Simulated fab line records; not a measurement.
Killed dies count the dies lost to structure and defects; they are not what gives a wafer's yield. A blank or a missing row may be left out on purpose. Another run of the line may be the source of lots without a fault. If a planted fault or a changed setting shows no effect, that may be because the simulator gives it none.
Struck lot and sound lot, side by side :: flow n5-finfet :: 37 out of 1938 route steps
Sound: wafers L396.2, L396.4, L396.5. Wafers L385.1, L385.2, L385.4 were the ones struck. The cause is named last.
Per side, at each step with rows, come the tool, then ch with its chambers, and then its first start. Under that, the readings that differ: sound wafers :: struck wafers :: difference of the means :: sigmas: that difference in standard deviations of wafers without a fault.
alike: same words and numbers on both sides, and readings whose means sit less than 2 such deviations apart. not compared: any withheld reading, any reading some wafer has no value for, any bound like >300 that may hide the same value, and any number with overlapping values for which the record gives no deviation.
A row with sigmas, a row that says differs or no value, or rows on one side alone: a step with any of these is where the two part. Non-overlapping numbers with no deviation appear without sigmas and do not part them. Lack of a reading on every wafer of one side parts them only where that side has two or more wafers.

first, 9 steps without rows for these wafers: N5_WELL_APT_SOFTBAKE_20 (time 60 s); N5_WELL_APT_EXPOSE_22 (exposes mask PWELL, defocus 0 nm, target cd 200 nm); N5_WELL_APT_PEB_23 (peb time 90 s); N5_WELL_APT_DEVELOP_24 (develop time 45 s); N5_WELL_APT_HARDBAKE_29 (time 120 s); N5_WELL_APT_DESCUM_30 (chemistry O2, time 7.9 s); N5_WELL_APT_IMPLANT_31; N5_WELL_APT_IMPLANT_32; N5_WELL_APT_STRIP_33 (strips in SPM, time 900 s).
N5_WELL_APT_RTA_34: time 10 s.
  sound on rtp-anneal-02 ch 0, day 7 04:05; struck on rtp-anneal-01, day 4 10:13
  no value came back on the struck wafers for anneal-temp-c-max, lamp-power-pct (%), lamp_zone_5_pct (%), wafer_temp_C_max; on the sound wafers anneal-temp-c-max reads 1003.9 1004.0 1004.8
then, 25 steps without rows for these wafers: N5_WELL_APT_OXIDE_STRIP_42 (strips SiO2 in dHF, time 45 s, target depth 12 nm); N5_WELL_APT_PRECLEAN_36 (cleans in O3/DIW, time 45 s); N5_WELL_APT_PRECLEAN_39 (cleans in dHF, time 60 s); N5_WELL_APT_SRD_37 (time 30 s); N5_WELL_APT_EPI_41 (deposits Si from SiH4/H2, target thk 50 nm, time 297.7 s); N5_PMOS_HMC_CHANNEL_EPI_HM_DEP_34 (deposits SiO2 from TEOS/O2, target thk 36 nm, time 6.9 s); N5_PMOS_HMC_CHANNEL_EPI_COAT_31 (time 60 s, resist thk 66 nm); N5_PMOS_HMC_CHANNEL_EPI_COAT_03 (resist thk 205 nm); N5_PMOS_HMC_CHANNEL_EPI_EBR_05; N5_PMOS_HMC_CHANNEL_EPI_SOFTBAKE_04 (time 60 s); N5_PMOS_HMC_CHANNEL_EPI_EXPOSE_06 (exposes mask PMOS HMC BLK, target cd 240 nm); N5_PMOS_HMC_CHANNEL_EPI_PEB_07 (peb time 60 s); N5_PMOS_HMC_CHANNEL_EPI_DEVELOP_08 (develop time 30 s); N5_PMOS_HMC_CHANNEL_EPI_DESCUM_14 (chemistry O2, time 7.9 s); N5_PMOS_HMC_CHANNEL_EPI_ETCH_32 (etches BARC in N2/H2, stops on SiO2, target depth 85.8 nm, time 50.3 s); N5_PMOS_HMC_CHANNEL_EPI_HM_OPEN_15 (chemistry CHF3/O2, target SiO2, target depth 40.6 nm, time 20.3 s); N5_PMOS_HMC_CHANNEL_EPI_STRIP_33 (strips in N2/H2); N5_PMOS_HMC_CHANNEL_EPI_STRIP_17 (strips in SPM, time 750 s); N5_PMOS_HMC_CHANNEL_EPI_ETCH_38 (etches SiO2 in CF4, target depth 1.5 nm); N5_PMOS_HMC_CHANNEL_EPI_FIN_RECESS_16 (chemistry HBr/Cl2, target Si, target depth 54 nm, time 18 s); N5_PMOS_HMC_CHANNEL_EPI_PRECLEAN_36 (cleans in O3/DIW, time 45 s); N5_PMOS_HMC_CHANNEL_EPI_PRECLEAN_18 (cleans in DHF, time 30 s); N5_PMOS_HMC_CHANNEL_EPI_SRD_19 (time 30 s); N5_PMOS_HMC_CHANNEL_EPI_EPI_20 (deposits SiGe30, target thk 59 nm); N5_PMOS_HMC_CHANNEL_EPI_HM_STRIP_35 (strips SiO2 in dHF, material SiO2, target depth 39.6 nm, time 216 s).
-- here the record skips 7 days between the struck wafers' starts before and after, leaving off in module PMOS_HMC_CHANNEL_EPI and picking up in module BEOL_M4 (first step shown: number 1111 of the route) --
N5_BEOL_M4_RC_MEAS_101:
  sound on prober-01 ch 0, day 14 09:48; struck on prober-02 ch 0, day 11 15:40
reading: CJ_N
sound: 4.22 4.29 4.38
struck: 3.27 3.25 3.25
difference: -1.04
sigmas: -13

reading: CJ_P
sound: 6.13 6.14 5.95
struck: 4.60 4.76 4.64
difference: -1.41
sigmas: -9

reading: IOFF_N_LONG (nA/um)
sound: 5.17e-05 5.24e-05 5.28e-05
struck: 7.4e-05 7.41e-05 7.39e-05
difference: +2.2e-05
sigmas: +11

reading: IOFF_P_LONG (nA/um)
sound: 0.000103 0.000104 0.000101
struck: 0.000134 0.000138 0.000134
difference: +0.000033
sigmas: +4

reading: ION_N (uA/um)
sound: 667 682 669
struck: 602 600 605
difference: -70
sigmas: -7

reading: ION_P (uA/um)
sound: 462 468 458
struck: 440 444 444
difference: -20
sigmas: -3

reading: RS_NWELL (ohm/sq)
sound: 1036 1041 1030
struck: 1002 999 1004
difference: -34
sigmas: -5

reading: RS_PWELL (ohm/sq)
sound: 2997 2995 3010
struck: 2522 2512 2527
difference: -480
sigmas: -23

reading: VT_N (mV)
sound: 250.8 246.7 250.8
struck: 264.1 261.0 263.5
difference: +13.4
sigmas: +5

reading: VT_N_LONG (mV)
sound: 277.9 274.6 277.0
struck: 297.8 298.5 297.9
difference: +21.6
sigmas: +11

reading: VT_N_LVT (mV)
sound: 100 97 101
struck: 112 110 112
difference: +12
sigmas: +4
  alike: DIBL_N, DIBL_P, IOFF_N, IOFF_P, SS_N, SS_P, VT_P
-- a jump in the record: the struck wafers' starts before and after are 4 days apart (it breaks off in module BEOL_M4 and resumes in module PASSIVATION, where the first step shown is number 1936 of the route) --
N5_PASSIVATION_PROBE_49:
  struck on prober-01, day 16 02:09; sound on prober-01, day 19 11:22
reading: killed_at_M4_up
sound: 5
struck: 27 13 12
difference: +12
sigmas: +2

reading: sort_bin_8_speed (%)
sound: 0
struck: 88.22 90.68 90.68
difference: +89.86
sigmas: +99 or more

reading: sort-n-pass
sound: 1089
struck: 8 24 20
difference: -1072
sigmas: -63

reading: sort-yield-pct (%)
sound: 92.3
struck: 0.7 2.0 1.7
difference: -90.8
sigmas: -65
  alike: defect-limited-yield, killed_at_M0_to_M3, killed-at-contacts, killed-at-front-end, killed-at-other, killed-dies, killed-open, killed-short, sort_bin_5_function, sort_bin_6_memory

== WHERE THEY PART ==
At N5_WELL_APT_RTA_34 first; at N5_PASSIVATION_PROBE_49 last (within this record only).

WHY: what the simulator had put in
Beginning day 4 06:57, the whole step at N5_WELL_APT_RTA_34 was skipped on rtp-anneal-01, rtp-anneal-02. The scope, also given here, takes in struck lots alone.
